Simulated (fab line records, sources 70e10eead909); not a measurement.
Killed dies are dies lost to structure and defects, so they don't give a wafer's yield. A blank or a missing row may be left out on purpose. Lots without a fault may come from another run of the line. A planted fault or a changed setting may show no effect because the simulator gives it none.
fab line records | flow nand_harc
record lots=11 wafers=33 last_day=33
route steps=1302 shown A_M0@1158 A_M1@1176 END@1302
lots that met no fault: from a run of the same line without faults
start_h: hours from the record's first day to the start of the lot's first wafer shown | wait_h: hours since the lot's step before | " the same as in the row above | L1.1+2: a row that stands for several wafers | - no value, or no start given | * or withheld: withheld | < > ~ a bound
route shown NAME@n: a module of which the file shows steps, and the number in the route of the first | usual: mean/standard deviation of fault-free wafers | same: alike in all rows | chamber/n: place in a boat | sites: the reading at each site | _std_site: their standard deviation | _edge_site: outer sites' mean less inner sites' | radius_mm: how far each site lies from the wafer's centre | mask NAME#n: copy n | behind: the tool/chamber that last shaped the wafer | hold: why the lot was held/for how many hours/how that ended | device: the transistor (n, p or np) that didn't switch | end of line: the same wafers' tests at the end of the route | a step without rows: its recipe alone | killed: dies lost to structure and defects at the first sort, not the wafer's yield | map: a wafer's dies, x killed, . not, _ none there
set.NAME: the setting as run; set.NAME@STEP: as run at that earlier step | model.NAME: the simulator's own value behind a step, which no gauge read
steps of the route over a sample of lots; a table a step, a row a wafer
services: from which hour (start_h, from the record's first day; less than 0 if before it) a tool's chamber was out of use, for how many hours, and why
## steps
# step NHARC_A_M0_PVD_20
# recipe target_thk_a=50 bias_v=168.6 power_w=15000 chamber_pressure_pa=0.12 time_s=8.06 substrate_temp_c=50 material=TaN
# usual chamber_pressure_pa=0.12/0.00024 throttle_valve_pct=30.3/1
# columns lot.wafer tool chamber start_h wait_h chamber_pressure_pa throttle_valve_pct
L202.2 pvd_sputter-02 - - - 0.12011 31.7
L202.3 " - " " 0.12011 32.2
L202.6 " - " " 0.11996 29.9
L204.1 pvd_sputter-02 - - - 0.12002 30.3
L204.3 " - " " 0.11961 31.9
L204.6 " - " " 0.1199 30.0
L201.3 pvd_sputter-01 - - - 0.12003 30.5
L201.5 " - " " 0.11986 29.0
L201.6 " - " " 0.11998 29.8
L203.1 pvd_sputter-02 - - - 0.12002 32.1
L203.4 " - " " 0.11979 31.9
L203.6 " - " " 0.11995 32.0
L210.3 pvd_sputter-01 - - - 0.12054 31.2
L210.1 " - " " 0.11966 30.5
L210.2 " - " " 0.12023 29.7
L212.4 pvd_sputter-02 - - - 0.11992 31.8
L212.3 " - " " 0.11994 30.2
L212.1 " - " " 0.1194 31.6
L215.2 pvd_sputter-01 - - - 0.12003 30.3
L215.1 " - " " 0.11989 29.9
L215.6 " - " " 0.11998 29.3
L217.2 pvd_sputter-02 - - - 0.12006 30.3
L217.5 " - " " 0.12002 30.1
L217.6 " - " " 0.11963 29.9
L219.3 pvd_sputter-02 - - - 0.11999 31.9
L219.2 " - " " 0.11959 32.3
L219.4 " - " " 0.11995 30.4
L222.2 pvd_sputter-01 - - - 0.12029 29.4
L222.4 " - " " 0.12007 30.5
L222.1 " - " " 0.11982 31.4
L223.2 pvd_sputter-03 - - - 0.12 30.7
L223.1 " - " " 0.11982 31.5
L223.6 " - " " 0.11997 30.5
# step NHARC_A_M1_EXPOSE_06
# recipe na=1.35 target_cd_nm=120 dose_mj=75.13 mask_id=A_M1
# usual exposure_dose_mJ_cm2=75.05/0.074 reticle_temp_C=23.02/0.12
# columns lot.wafer tool chamber start_h wait_h mask exposure_dose_mJ_cm2 reticle_temp_C
L202.2 arfi_scanner-01 0 537.63 - A_M1#0 75.07 23.01
L202.3 " 0 " " A_M1#0 75.05 23.04
L202.6 " 0 " " A_M1#0 74.94 23.03
L204.1 arfi_scanner-01 0 543.83 - A_M1#0 75.03 22.94
L204.3 " 0 " " A_M1#0 75.08 22.91
L204.6 " 0 " " A_M1#0 75.09 22.96
L201.3 arfi_scanner-01 0 546.46 - A_M1#0 75.03 23.12
L201.5 " 0 " " A_M1#0 75.05 23.03
L201.6 " 0 " " A_M1#0 75.04 23.14
L203.1 arfi_scanner-02 0 547.01 - A_M1#0 75.17 23.21
L203.4 " 0 " " A_M1#0 75.14 23.21
L203.6 " 0 " " A_M1#0 75.23 23.17
L210.1 arfi_scanner-01 0 621.67 - A_M1#0 75.01 23.00
L210.2 " 0 " " A_M1#0 75.06 22.96
L210.3 " 0 " " A_M1#0 75.09 22.93
L212.1 arfi_scanner-02 0 631.97 - A_M1#0 75.15 23.20
L212.3 " 0 " " A_M1#0 75.16 23.08
L212.4 " 0 " " A_M1#0 75.06 23.05
L215.1 arfi_scanner-02 0 668.64 - A_M1#0 78.09 23.08
L215.2 " 0 " " A_M1#0 77.98 23.03
L215.6 " 0 " " A_M1#0 78.02 23.08
L217.2 arfi_scanner-02 0 707.40 - A_M1#0 77.43 23.05
L217.5 " 0 " " A_M1#0 77.43 23.17
L217.6 " 0 " " A_M1#0 77.51 22.96
L219.2 arfi_scanner-03 0 722.35 - A_M1#0 75.06 23.12
L219.3 " 0 " " A_M1#0 75.07 22.98
L219.4 " 0 " " A_M1#0 75.05 22.98
L222.1 arfi_scanner-03 0 747.71 - A_M1#0 75.11 23.11
L222.2 " 0 " " A_M1#0 75.16 22.98
L222.4 " 0 " " A_M1#0 75.26 23.02
L223.1 arfi_scanner-03 0 748.10 - A_M1#0 75.01 22.81
L223.2 " 0 " " A_M1#0 74.98 22.90
L223.6 " 0 " " A_M1#0 75.06 22.88
# step NHARC_A_M1_CD_MEAS_09
# recipe target_cd_nm=120 landing_energy_ev=500
# usual cd_nm=120.0/0.59
# columns lot.wafer tool chamber start_h wait_h cd_nm
L202.2 cd_sem-03 0 537.76 - 120.0
L202.3 " 0 " " 120.2
L202.6 " 0 " " 120.4
L204.1 cd_sem-03 0 543.97 - 120.9
L204.3 " 0 " " 120.2
L204.6 " 0 " " 120.1
L201.3 cd_sem-03 0 546.60 - 118.8
L201.5 " 0 " " 119.7
L201.6 " 0 " " 120.7
L203.1 cd_sem-01 0 547.15 - 119.9
L203.4 " 0 " " 120.7
L203.6 " 0 " " 120.5
L210.1 cd_sem-02 0 621.81 - 119.8
L210.2 " 0 " " 120.2
L210.3 " 0 " " 120.1
L212.1 cd_sem-01 0 632.11 - 120.6
L212.3 " 0 " " 120.2
L212.4 " 0 " " 120.5
L215.1 cd_sem-02 0 668.78 - 122.8
L215.2 " 0 " " 122.6
L215.6 " 0 " " 122.8
L217.2 cd_sem-01 0 707.54 - 122.8
L217.5 " 0 " " 122.6
L217.6 " 0 " " 122.0
L219.2 cd_sem-03 0 722.49 - 119.3
L219.3 " 0 " " 119.4
L219.4 " 0 " " 119.3
L222.1 cd_sem-03 0 747.86 - 119.2
L222.2 " 0 " " 120.5
L222.4 " 0 " " 119.2
L223.1 cd_sem-01 0 748.24 - 120.2
L223.2 " 0 " " 120.3
L223.6 " 0 " " 120.2
# step NHARC_A_M1_DEGAS_29
# recipe temp_c=250 time_s=60
# usual heater_power_w=334/16
# columns lot.wafer tool chamber start_h wait_h heater_power_w
L202.2 pvd_sputter-01 - 539.03 - 376
L202.3 " - " " 338
L202.6 " - " " 344
L204.3 pvd_sputter-01 - 545.18 - 363
L204.1 " - " " 310
L204.6 " - " " 376
L201.3 pvd_sputter-01 - 547.82 - 369
L201.6 " - " " 312
L201.5 " - " " 342
L203.1 pvd_sputter-02 - 548.35 - 332
L203.4 " - " " 345
L203.6 " - " " 333
L210.3 pvd_sputter-03 - 623.01 - 322
L210.1 " - " " 322
L210.2 " - " " 352
L212.1 pvd_sputter-01 - 633.31 - 340
L212.3 " - " " 319
L212.4 " - " " 352
L215.2 pvd_sputter-01 - 670.00 - 330
L215.1 " - " " 333
L215.6 " - " " 319
L217.2 pvd_sputter-01 - 708.74 - 315
L217.6 " - " " 328
L217.5 " - " " 322
L219.2 pvd_sputter-02 - 723.69 - 349
L219.4 " - " " 343
L219.3 " - " " 335
L222.1 pvd_sputter-03 - 749.06 - 327
L222.4 " - " " 335
L222.2 " - " " 326
L223.2 pvd_sputter-01 - 749.45 - 331
L223.1 " - " " 360
L223.6 " - " " 349
# step NHARC_A_M1_PVD_20
# recipe target_thk_a=50 bias_v=168.6 power_w=15000 chamber_pressure_pa=0.12 time_s=8.06 substrate_temp_c=50 material=TaN
# usual chamber_pressure_pa=0.11996/0.00024 throttle_valve_pct=30.2/1
# columns lot.wafer tool chamber start_h wait_h chamber_pressure_pa throttle_valve_pct
L202.2 pvd_sputter-01 - - - 0.11979 28.5
L202.3 " - " " 0.12008 29.7
L202.6 " - " " 0.11994 28.9
L204.1 pvd_sputter-01 - - - 0.11995 30.4
L204.3 " - " " 0.12007 30.6
L204.6 " - " " 0.11966 28.8
L201.3 pvd_sputter-01 - - - 0.11988 28.9
L201.6 " - " " 0.11987 30.4
L201.5 " - " " 0.12003 28.8
L203.1 pvd_sputter-02 - - - 0.1201 30.3
L203.4 " - " " 0.12033 30.0
L203.6 " - " " 0.11982 30.3
L210.1 pvd_sputter-03 - - - 0.11991 31.1
L210.3 " - " " 0.12005 30.0
L210.2 " - " " 0.11982 29.8
L212.3 pvd_sputter-01 - - - 0.12031 29.0
L212.1 " - " " 0.11974 29.9
L212.4 " - " " 0.1198 31.1
L215.2 pvd_sputter-01 - - - 0.12041 28.9
L215.1 " - " " 0.11993 31.3
L215.6 " - " " 0.12042 30.3
L217.2 pvd_sputter-01 - - - 0.11969 29.1
L217.6 " - " " 0.12005 28.9
L217.5 " - " " 0.11988 30.4
L219.2 pvd_sputter-02 - - - 0.12026 30.3
L219.4 " - " " 0.12001 29.9
L219.3 " - " " 0.11953 32.7
L222.1 pvd_sputter-03 - - - 0.12003 28.6
L222.4 " - " " 0.1199 30.6
L222.2 " - " " 0.12035 29.9
L223.2 pvd_sputter-01 - - - 0.12006 29.0
L223.1 " - " " 0.11959 31.6
L223.6 " - " " 0.12043 28.8
# step NHARC_END_SORT_01
# recipe temp_c=25
# usual defect_limited_yield=92.5/2.5 killed_at_array=46/16 killed_at_other=0.9/1.3 killed_at_periphery=4.1/3 killed_dies=51/17 killed_open=3.5/1.8 killed_short=2.5/1.8 sort_bin_2_pct=2.6/1.1 sort_bin_3_pct=0.6/0.37 sort_bin_4_pct=4.4/1.4 sort_n_pass=626/17 sort_rim_yield_pct=88/4.6 sort_yield_pct=92.5/2.5
# same gross_dies=677 sort_bin_5_pct[%]=0 sort_bin_6_pct[%]=0 sort_bin_7_pct[%]=0 sort_bin_8_pct[%]=0 sort_rim_n_gross=106.00
# columns lot.wafer tool chamber start_h wait_h defect_limited_yield[%] killed_at_array killed_at_other killed_at_periphery killed_dies killed_open killed_short sort_bin_2_pct[%] sort_bin_3_pct[%] sort_bin_4_pct[%] sort_n_pass sort_rim_yield_pct[%] sort_yield_pct[%]
L210.1 prober-01 0 658.71 2.5 91.0 61 0 0 61 7 2 3.0 1.0 5.0 616 79 91.0
L210.2 prober-01 0 659.52 2.8 87.9 75 1 6 82 0 6 4.6 1.0 6.5 595 85 87.9
L210.3 prober-01 0 660.34 3.1 91.4 56 0 2 58 5 2 3.5 1.2 3.8 619 80 91.4
L219.2 prober-02 0 769.53 2.8 93.6 30 2 11 43 5 2 2.1 0.6 3.7 634 86 93.6
L219.3 prober-02 0 770.31 3.1 92.3 46 0 6 52 5 6 2.4 0.6 4.7 625 87 92.3
L219.4 prober-02 0 771.10 3.4 93.6 34 3 6 43 2 4 1.3 0.3 4.7 634 91 93.6
# killed by level:class
L210.1 A_SLIT:chamber_film_flake=25 A_CHANNEL_HOLE_D1:chamber_film_flake=19 A_CHANNEL_HOLE_D2:chamber_film_flake=5 A_CONTACT:chamber_film_flake=2 A_CHANNEL_HOLE_D1:geometric_particle:short=1 A_CHANNEL_HOLE_D1:geometric_particle:open=1 A_DECK1_JOINT:geometric_particle:short=1 A_DECK1_JOINT:geometric_particle:open=1
L210.2 A_SLIT:chamber_film_flake=28 A_CHANNEL_HOLE_D1:chamber_film_flake=28 A_CHANNEL_HOLE_D2:chamber_film_flake=10 P_GATE:chamber_film_flake=2 P_M2:chamber_film_flake=2 A_CHANNEL_FILL_D2:chamber_film_flake=2 A_CONTACT:chamber_film_flake=2 P_M1:geometric_particle:short=1
L210.3 A_CHANNEL_HOLE_D1:chamber_film_flake=21 A_SLIT:chamber_film_flake=21 A_CHANNEL_HOLE_D2:chamber_film_flake=4 A_CONTACT:chamber_film_flake=3 P_M0:geometric_particle:open=1 A_ONON_D1:geometric_particle:open=1 A_CHANNEL_FILL_D1:geometric_particle:short=1 A_DECK1_JOINT:geometric_particle:short=1
L219.2 A_CONTACT:chamber_film_flake=9 P_M1:chamber_film_flake=6 A_CHANNEL_HOLE_D1:chamber_film_flake=5 P_GATE:chamber_film_flake=4 A_WL_FILL:chamber_film_flake=3 A_CHANNEL_HOLE_D2:chamber_film_flake=2 A_SLIT:chamber_film_flake=2 THIN_TSV:chamber_film_flake=2
L219.3 A_CHANNEL_HOLE_D1:chamber_film_flake=10 A_SLIT:chamber_film_flake=8 A_CHANNEL_HOLE_D2:chamber_film_flake=6 A_CONTACT:chamber_film_flake=6 P_M1:chamber_film_flake=4 A_STAIRCASE:chamber_film_flake=3 A_CHANNEL_FILL_D2:geometric_particle:open=2 A_WL_FILL:geometric_particle:short=2
L219.4 A_CHANNEL_HOLE_D1:chamber_film_flake=11 A_CONTACT:chamber_film_flake=5 A_SLIT:chamber_film_flake=5 A_WL_FILL:chamber_film_flake=5 THIN_TSV:chamber_film_flake=3 A_WL_FILL:geometric_particle:short=2 P_M1:chamber_film_flake=2 P_CONTACT:geometric_particle:short=1
## services
# columns tool chamber start_h hours kind
arfi_scanner-03 - 517.50 1.5 repair
pvd_sputter-03 - 526.00 10.0 pm
arfi_scanner-03 - 527.19 0.4 repair
arfi_scanner-03 - 540.00 4.0 pm
pvd_sputter-01 - 582.05 10.0 pm
arfi_scanner-01 - 601.90 4.0 pm
pvd_sputter-02 - 614.35 11.4 repair
arfi_scanner-02 - 620.08 1.5 repair
pvd_sputter-02 - 630.02 2.8 repair
arfi_scanner-03 - 631.00 2.0 repair
arfi_scanner-01 - 632.35 34.0 repair
pvd_sputter-02 - 638.03 10.0 pm
arfi_scanner-02 - 644.68 4.5 repair
arfi_scanner-02 - 656.00 4.0 pm
arfi_scanner-03 - 656.85 3.6 repair
pvd_sputter-03 - 661.82 9.5 repair
pvd_sputter-02 - 677.63 2.1 repair
arfi_scanner-01 0 684.30 - calibration
arfi_scanner-03 - 686.70 11.1 repair
pvd_sputter-03 - 691.42 1.4 repair
arfi_scanner-01 - 695.95 1.2 repair
pvd_sputter-03 - 704.00 10.0 pm
arfi_scanner-03 - 712.01 4.0 pm
arfi_scanner-02 - 739.16 10.7 repair
## key
first_sign step=NHARC_A_M1_EXPOSE_06 reading=exposure_dose_mJ_cm2 direction=up sigmas=36 usual=75.05 struck=77.74
effect step=NHARC_A_M1_CD_MEAS_09 reading=cd_nm direction=up sigmas=4.4 usual=120.0 struck=122.6 through=control_loop
met_at NHARC_A_M1_EXPOSE_06
struck_lots L215,L217
loop_trim step=NHARC_A_M1_EXPOSE_06 setting=dose lots=L217
not_acting_at NHARC_A_M0_PVD_20,NHARC_A_M1_DEGAS_29,NHARC_A_M1_PVD_20
onset_between 631.97 668.64
fault kind=process_parameter_drift tool=arfi_scanner-02 chamber=- onset_h=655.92 steps=NHARC_A_M1_EXPOSE_06 channel=dose_mj offset=2.9865 shape=step acts_in=these_recipes_only stated=75.13
# loop_trim: a control loop set the setting to another value than it would have without faults
